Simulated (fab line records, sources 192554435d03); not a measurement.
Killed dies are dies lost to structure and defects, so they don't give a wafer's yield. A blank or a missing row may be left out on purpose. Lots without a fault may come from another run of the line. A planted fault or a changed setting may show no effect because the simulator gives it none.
Split-lot experiment | flow n5_finfet | 7 lots, 21 wafers read, on a route of 1938 steps

THE SPLIT
At N5_HKMG_FIN_PEB_10 (peb time 60 s), the setting peb_time_s was moved away from the recipe's 60 s on 8 of the 21 wafers read, by -19.4% to +19.3%. The other wafers ran this setting at the recipe's value.

FROM THE SPLIT TO THE READING: what the file shows between them, 1 step
- N5_HKMG_FIN_DEVELOP_11: develop time 30 s (also split here: develop_time_s)

THE READING
cd_nm, in nm, at N5_HKMG_FIN_CD_MEAS_12 (target cd 92.8 nm). Fault-free wafers of this fab line usually give 92.7 nm, standard deviation 0.77 nm.

wafer  | tool, chamber at the split | peb_time_s as run, s | against the recipe | cd_nm, nm | against lot-mates on the recipe
L074.3 | litho_track-03, 0          | 60                   | recipe             | 92.7      | -
L074.4 | litho_track-03, 0          | 49.42                | -17.6%             | 86.7      | -6.0
L074.6 | litho_track-03, 0          | 49.42                | -17.6%             | 86.0      | -6.7
L075.1 | litho_track-02, 0          | 60                   | recipe             | 92.8      | -
L075.3 | litho_track-02, 0          | 60                   | recipe             | 93.2      | -
L075.4 | litho_track-02, 0          | 60                   | recipe             | 93.2      | -
L079.1 | litho_track-01, 0          | 60                   | recipe             | 91.3      | -
L079.3 | litho_track-01, 0          | 55.31                | -7.8%              | 88.9      | -3.0
L079.6 | litho_track-01, 0          | 60                   | recipe             | 92.6      | -
L083.2 | litho_track-03, 0          | 48.35                | -19.4%             | 83.8      | -8.5
L083.4 | litho_track-03, 0          | 48.35                | -19.4%             | 85.5      | -6.8
L083.6 | litho_track-03, 0          | 60                   | recipe             | 92.3      | -
L087.1 | litho_track-01, 0          | 60                   | recipe             | 93.3      | -
L087.4 | litho_track-01, 0          | 60                   | recipe             | 93.3      | -
L087.6 | litho_track-01, 0          | 60                   | recipe             | 94.4      | -
L090.3 | litho_track-01, 0          | 53.48                | -10.9%             | 90.6      | -3.4
L090.4 | litho_track-01, 0          | 60                   | recipe             | 94.0      | -
L090.5 | litho_track-01, 0          | 53.48                | -10.9%             | 90.8      | -3.2
L091.2 | litho_track-02, 0          | 71.57                | +19.3%             | 96.0      | +4.1
L091.5 | litho_track-02, 0          | 60                   | recipe             | 92.4      | -
L091.6 | litho_track-02, 0          | 60                   | recipe             | 91.4      | -

THE FIT
A straight line over all 21 wafers: cd_nm changes by +0.321 nm for each +1% of peb_time_s; r = +0.92; the points scatter about the line by 1.3 nm.
The same after taking each lot's own level away (the mean of its wafers on the recipe; 21 wafers): +0.329 nm for each +1%; r = +0.97; scatter 0.78 nm.
On that fit, the largest move of peb_time_s shifts the reading by 6.4 nm.
The lots' own levels span 91.90 to 94.00 nm, that is 2.7 times the standard deviation above.
So the lot-to-lot level changes the slope little: the two slopes agree.
Check: with one of the wafers moved furthest among these (-19.4%) left out of the fit, the line predicts -6.24 nm for it against its lot-mates. It came out at -8.5 nm against them.

OTHER SPLITS ON THESE WAFERS
These wafers also went through other splits before the reading. Each is held against what the fit with the lots' levels taken away leaves over:
other split on the same wafers        | wafers away from the commonest value | r with cd_nm (lot level and that fit taken away)
N5_SD_EPI_N_EPI_21 time_s             | 6                                    | -0.11
N5_SD_EPI_P_COAT_34 spin_rpm          | 3                                    | -0.02
N5_SDB_EXPOSE_08 dose_mj              | 9                                    | +0.30
N5_SDB_ETCH_17 bias_w                 | 6                                    | -0.28
N5_HKMG_FIN_DEVELOP_11 develop_time_s | 8                                    | +0.66

THE FILE'S OWN FIT
cd_nm changes by +0.322 nm for each +1% of peb_time_s, r = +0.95.
